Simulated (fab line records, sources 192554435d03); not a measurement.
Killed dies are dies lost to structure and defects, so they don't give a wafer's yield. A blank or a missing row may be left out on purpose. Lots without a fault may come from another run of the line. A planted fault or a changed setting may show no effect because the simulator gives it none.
fab line records | flow n5_finfet
record lots=11 wafers=30 last_day=19
route steps=1938 shown BEOL_M3@1001 BEOL_M4@1111
lots that met no fault: from a run of the same line without faults
start_h: hours from the record's first day to the start of the lot's first wafer shown | wait_h: hours since the lot's step before | " the same as in the row above | L1.1+2: a row that stands for several wafers | - no value, or no start given | * or withheld: withheld | < > ~ a bound
route shown NAME@n: a module of which the file shows steps, and the number in the route of the first | usual: mean/standard deviation of fault-free wafers | same: alike in all rows | chamber/n: place in a boat | sites: the reading at each site | _std_site: their standard deviation | _edge_site: outer sites' mean less inner sites' | radius_mm: how far each site lies from the wafer's centre | mask NAME#n: copy n | behind: the tool/chamber that last shaped the wafer | hold: why the lot was held/for how many hours/how that ended | device: the transistor (n, p or np) that didn't switch | end of line: the same wafers' tests at the end of the route | a step without rows: its recipe alone | killed: dies lost to structure and defects at the first sort, not the wafer's yield | map: a wafer's dies, x killed, . not, _ none there
set.NAME: the setting as run; set.NAME@STEP: as run at that earlier step | model.NAME: the simulator's own value behind a step, which no gauge read
steps of the route over a sample of lots; a table a step, a row a wafer
services: from which hour (start_h, from the record's first day; less than 0 if before it) a tool's chamber was out of use, for how many hours, and why
## steps
# step N5_BEOL_M3_ANNEAL_87
# recipe temp_c=400 time_s=240 ambient=vacuum
# usual heater_power_w=818/80
# columns lot.wafer tool chamber start_h wait_h heater_power_w
L671.1 pvd_sputter-01 - 167.12 0.0 789
L671.2 " - " " 807
L671.3 " - " " 732
L674.2 pvd_sputter-03 - 180.35 0.0 730
L674.3 " - " " 797
L674.6 " - " " 813
L676.3 pvd_sputter-03 - 183.25 0.0 764
L676.6 " - " " 749
L677.1 pvd_sputter-03 - 203.65 0.0 742
L677.6 " - " " 756
L678.3 pvd_sputter-02 - 207.16 0.0 804
L678.6 " - " " 989
L682.1 pvd_sputter-01 - 230.82 0.0 778
L682.2 " - " " 822
L682.6 " - " " 793
L688.3 pvd_sputter-02 - 272.43 0.0 757
L688.4 " - " " 926
L688.5 " - " " 1009
L689.1 pvd_sputter-02 - 276.25 0.0 999
L689.3 " - " " 903
L689.5 " - " " 750
L690.3 pvd_sputter-01 - 287.84 0.0 719
L690.5 " - " " 779
L690.6 " - " " 930
L692.2 pvd_sputter-02 - 294.98 0.0 750
L692.5 " - " " 738
L692.6 " - " " 771
L694.2 pvd_sputter-02 - 307.90 0.0 788
L694.4 " - " " 894
L694.6 " - " " 738
# step N5_BEOL_M3_ANNEAL_91
# recipe temp_c=400 time_s=240 ambient=vacuum
# usual heater_power_w=817/81
# columns lot.wafer tool chamber start_h wait_h heater_power_w
L671.1 pvd_sputter-01 - 167.56 0.0 795
L671.2 " - " " 813
L671.3 " - " " 716
L674.2 pvd_sputter-03 - 180.79 0.0 752
L674.3 " - " " 825
L674.6 " - " " 813
L676.3 pvd_sputter-03 - 183.69 0.0 773
L676.6 " - " " 753
L677.1 pvd_sputter-03 - 204.09 0.0 757
L677.6 " - " " 722
L678.3 pvd_sputter-02 - 207.60 0.0 798
L678.6 " - " " 1020
L682.1 pvd_sputter-01 - 231.26 0.0 776
L682.2 " - " " 827
L682.6 " - " " 797
L688.3 pvd_sputter-02 - 272.87 0.0 746
L688.4 " - " " 886
L688.5 " - " " 965
L689.1 pvd_sputter-02 - 276.69 0.0 998
L689.3 " - " " 887
L689.5 " - " " 731
L690.3 pvd_sputter-01 - 288.28 0.0 732
L690.5 " - " " 787
L690.6 " - " " 897
L692.2 pvd_sputter-02 - 295.42 0.0 754
L692.5 " - " " 749
L692.6 " - " " 806
L694.2 pvd_sputter-02 - 308.34 0.0 814
L694.4 " - " " 920
L694.6 " - " " 733
# step N5_BEOL_M3_SPUTTER_94
# recipe material=Cu target_thk_a=45 temp_c=-20 chamber_pressure_pa=0.07 power_w=withheld time_s=8.29
# usual throttle_valve_pct=30.1/1.1
# columns lot.wafer tool chamber start_h wait_h throttle_valve_pct
L671.1 pvd_sputter-01 - 167.92 0.1 30.7
L671.2 " - " " 27.6
L671.3 " - " " 30.5
L674.2 pvd_sputter-03 - 181.15 0.1 30.3
L674.3 " - " " 30.8
L674.6 " - " " 31.0
L676.3 pvd_sputter-03 - 184.05 0.1 30.5
L676.6 " - " " 30.4
L677.1 pvd_sputter-03 - 204.45 0.1 30.5
L677.6 " - " " 30.6
L678.3 pvd_sputter-02 - 207.96 0.1 31.6
L678.6 " - " " 31.4
L682.1 pvd_sputter-01 - 231.62 0.1 30.6
L682.2 " - " " 27.4
L682.6 " - " " 30.7
L688.3 pvd_sputter-02 - 273.23 0.1 29.5
L688.4 " - " " 28.9
L688.5 " - " " 31.5
L689.1 pvd_sputter-02 - 277.05 0.1 31.6
L689.3 " - " " 28.9
L689.5 " - " " 29.2
L690.3 pvd_sputter-01 - 288.64 0.1 30.1
L690.5 " - " " 27.9
L690.6 " - " " 29.1
L692.2 pvd_sputter-02 - 295.78 0.1 29.4
L692.5 " - " " 29.0
L692.6 " - " " 31.9
L694.2 pvd_sputter-02 - 308.70 0.1 31.6
L694.4 " - " " 29.1
L694.6 " - " " 29.3
# step N5_BEOL_M3_CO_CAP_55
# recipe material=Co target_thk_a=20 temp_c=200 precursor=CCTBA/H2 pressure_torr=30 time_s=102.1
# usual heater_power_w=238/29 run_length_s=125.0/0.57
# columns lot.wafer tool chamber start_h wait_h heater_power_w run_length_s
L671.1 cvd_co-01 0 169.27 0.0 210 126.1
L671.2 " 1 " " 251 124.5
L671.3 " 2 " " 282 124.5
L674.2 cvd_co-02 1 182.23 0.0 246 124.5
L674.3 " 2 " " 197 125.2
L674.6 " 2 " " 202 125.0
L676.3 cvd_co-01 0 185.13 0.0 201 102.4
L676.6 " 1 " " 252 101.3
L677.1 cvd_co-01 2 205.53 0.0 293 124.6
L677.6 " 1 " " 247 100.9
L678.3 cvd_co-01 2 209.04 0.0 287 101.6
L678.6 " 2 " " 290 101.4
L682.1 cvd_co-02 2 232.71 0.0 197 125.0
L682.2 " 1 " " 252 124.1
L682.6 " 0 " " 239 125.1
L688.3 cvd_co-02 1 274.32 0.0 248 124.2
L688.4 " 0 " " 241 125.2
L688.5 " 1 " " 251 124.8
L689.1 cvd_co-02 1 278.14 0.0 258 124.6
L689.3 " 0 " " 242 125.2
L689.5 " 1 " " 249 124.3
L690.3 cvd_co-01 0 293.00 0.0 201 125.5
L690.5 " 2 " " 285 125.0
L690.6 " 0 " " 212 126.3
L692.2 cvd_co-02 0 297.11 0.0 241 125.4
L692.5 " 0 " " 244 125.5
L692.6 " 2 " " 202 125.6
L694.2 cvd_co-01 2 309.87 0.0 289 124.5
L694.4 " 1 " " 249 124.4
L694.6 " 0 " " 208 126.0
# step N5_BEOL_M4_RC_MEAS_101
# usual DIBL_N=35.9/1.3 DIBL_P=35.9/1.5 IOFF_N=0.152/0.023 IOFF_P=0.204/0.027 ION_N=673/9.2 ION_P=462/6.7 SS_N=71.4/0.48 SS_P=73.2/0.55 VT_N=250.3/2.6 VT_P=-250.6/3
# columns lot.wafer tool chamber start_h wait_h DIBL_N[mV/V] DIBL_P[mV/V] IOFF_N[nA/um] IOFF_P[nA/um] ION_N[uA/um] ION_P[uA/um] SS_N[mV/dec] SS_P[mV/dec] VT_N[mV] VT_P[mV]
L671.1 prober-02 0 180.88 0.0 35.2 35.1 0.120 0.163 662 455 70.9 72.3 255.4 -253.8
L671.2 " 0 " " 37.0 38.1 0.155 0.207 671 468 71.2 72.6 251.9 -251.8
L671.3 " 0 " " 37.2 37.3 0.149 0.193 659 450 71.6 73.2 250.1 -251.3
L676.3 prober-01 0 208.75 0.3 36.4 35.8 0.154 0.200 679 463 72.0 73.5 249.3 -250.5
L676.6 " 0 " " 35.5 35.5 0.135 0.189 666 463 71.7 72.9 249.8 -253.4
L674.2 prober-02 0 210.39 0.2 36.5 37.3 0.167 0.198 677 461 70.8 74.3 249.8 -253.7
L674.3 " 0 " " 35.0 36.3 0.150 0.182 679 452 71.0 73.0 252.0 -254.3
L674.6 " 0 " " 36.1 37.1 0.163 0.197 680 462 71.5 73.2 248.3 -251.2
L677.1 prober-02 0 230.87 0.0 36.6 35.2 0.144 0.217 665 462 71.6 73.5 252.7 -248.6
L677.6 " 0 " " 36.1 34.5 0.141 0.198 659 449 71.9 72.5 253.3 -251.8
L678.3 prober-02 0 240.38 0.5 34.8 33.9 0.126 0.161 670 454 71.0 73.6 253.6 -254.7
L678.6 " 0 " " 34.8 34.9 0.130 0.178 668 462 71.0 72.1 253.5 -252.7
L682.1 prober-01 0 266.27 0.0 35.2 36.2 0.158 0.216 679 469 71.9 72.9 250.1 -248.2
L682.2 " 0 " " 32.5 33.7 0.120 0.180 670 462 70.6 72.4 252.9 -250.1
L682.6 " 0 " " 35.8 36.4 0.160 0.222 671 462 71.1 73.5 251.2 -248.6
L689.1 prober-02 0 302.23 0.0 34.5 36.0 0.143 0.198 681 470 71.5 73.3 252.2 -248.9
L689.3 " 0 " " 33.8 35.6 0.137 0.187 665 466 71.2 73.1 253.1 -253.0
L689.5 " 0 " " 35.7 37.6 0.164 0.223 681 467 71.5 73.5 249.4 -251.9
L688.3 prober-01 0 302.78 0.3 36.5 36.9 0.146 0.178 671 459 70.9 73.0 250.3 -251.8
L688.4 " 0 " " 36.6 37.0 0.141 0.178 660 451 70.4 72.9 250.9 -254.6
L688.5 " 0 " " 36.1 36.0 0.139 0.168 674 457 71.4 73.4 249.9 -253.8
L690.3 prober-01 0 305.57 0.3 36.5 36.4 0.174 0.228 688 471 71.9 72.9 246.3 -248.1
L690.5 " 0 " " 35.8 35.8 0.162 0.218 681 469 72.0 72.9 248.6 -249.2
L690.6 " 0 " " 36.4 36.3 0.172 0.228 677 468 71.1 72.5 245.5 -247.2
L692.2 prober-02 0 313.59 0.2 35.1 35.8 0.128 0.167 669 455 71.1 73.3 255.3 -254.2
L692.5 " 0 " " 35.0 36.8 0.132 0.175 668 454 71.7 73.4 253.2 -253.3
L692.6 " 0 " " 35.1 36.6 0.138 0.171 672 456 71.8 73.2 252.9 -257.5
L694.2 prober-02 0 334.79 0.2 35.3 34.3 0.134 0.219 657 466 71.6 73.2 252.8 -247.0
L694.4 " 0 " " 35.2 34.4 0.130 0.216 667 471 71.4 72.1 249.9 -247.9
L694.6 " 0 " " 35.9 35.3 0.146 0.240 678 477 71.1 73.7 251.0 -244.7
## services
# columns tool chamber start_h hours kind
pvd_sputter-03 - 186.76 4.3 repair
cvd_co-02 - 191.85 0.4 repair
cvd_co-01 - 214.39 6.0 pm
cvd_co-01 - 221.28 1.4 repair
cvd_co-02 - 288.86 4.3 pm
## key
first_sign step=N5_BEOL_M3_CO_CAP_55 reading=run_length_s direction=down sigmas=42 usual=* struck=*
effect none on later readings
met_at N5_BEOL_M3_CO_CAP_55
struck_lots L676,L677,L678
struck_wafers L676.3,L676.6,L677.6,L678.3,L678.6
not_acting_at N5_BEOL_M3_ANNEAL_87,N5_BEOL_M3_ANNEAL_91,N5_BEOL_M3_SPUTTER_94
onset_between 169.27 185.13
fault kind=process_parameter_drift tool=cvd_co-01 chamber=- onset_h=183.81 steps=N5_BEOL_M3_CO_CAP_55 channel=time_s offset=* shape=step end_h=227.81 scope=struck_wafers_only acts_in=* stated=*
